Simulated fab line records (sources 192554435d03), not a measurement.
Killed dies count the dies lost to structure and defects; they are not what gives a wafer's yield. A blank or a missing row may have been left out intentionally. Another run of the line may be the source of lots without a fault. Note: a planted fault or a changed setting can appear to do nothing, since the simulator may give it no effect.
Which tool did it? ; flow n5-finfet ; 24 lots, 72 wafers sampled, at 1 step of a route of 1938

## WHAT THE GAUGES SHOWED, per wafer
N5_BEOL_M3_INSPECT_30: inspects for defects (brightfield). Usual: raw-defect-count at 440, with a standard deviation of 120.
lot;measured;on;raw-defect-count;flag
L075;day 7 01:16;defect-inspect-01;352 388 400;
L074;day 7 07:10;defect-inspect-01;389 566 413;
L076;day 7 13:35;defect-inspect-01;404 366 390;
L077;day 7 20:19;defect-inspect-02;396 347 258;
L079;day 8 06:55;defect-inspect-02;453 593 726;
L078;day 8 07:40;defect-inspect-01;481 415 426;
L080;day 8 14:56;defect-inspect-02;404 416 444;
L081;day 8 20:38;defect-inspect-02;392 432 581;
L082;day 9 02:40;defect-inspect-02;383 342 485;
L083;day 9 06:28;defect-inspect-01;311 304 258;
L084;day 9 18:19;defect-inspect-01;386 493 579;
L087;day 10 11:49;defect-inspect-02;272 372 413;
L085;day 10 16:20;defect-inspect-02;454 443 476;
L086;day 10 16:44;defect-inspect-02;444 562 535;
L088;day 11 06:47;defect-inspect-01;353 491 449;
L089;day 11 07:55;defect-inspect-01;385 417 370;
L091;day 11 09:51;defect-inspect-01;768 445 401;
L090;day 11 09:55;defect-inspect-01;521 665 672;
L092;day 11 13:41;defect-inspect-01;449 292 246;
L093;day 11 18:06;defect-inspect-01;486 503 565;
L094;day 11 22:46;defect-inspect-02;498 529 446;
L095;day 12 09:25;defect-inspect-02;346 313 314;
L096;day 12 12:40;defect-inspect-02;532 523 701;
L097;day 13 10:08;defect-inspect-01;454 358 437;

## WHAT TOOL EACH LOT RAN ON (gives the tool, then ch and the chambers of the sampled wafers, and finally the start)
No process step before these readings appears in the record.

## AS READ BY THE TOOLS THEMSELVES (means over the sampled wafers that have a number; for cases with no such wafer, the mark the record gives instead)
The record holds no such reading with a usual standard deviation.

## THE ANSWER, worked out from the rows above alone
Rule: lot off if the mean of its wafers having a number is beyond 3 standard deviations from the usual mean. A lot without any number at a reading at which 4 lots or more have one is off too. Where the step has rows for the other lots, those lots are counted as sound. First the gauges in route order, then the tools' own readings, where a lot's mean is used as printed above. The first step at which some lot is off is used, and at that step the reading that is off furthest; a lot without a number counts as furthest.
Nothing can be told from this: no lot is off at any reading shown.

## WHAT HAD BEEN PUT IN BY THE SIMULATOR
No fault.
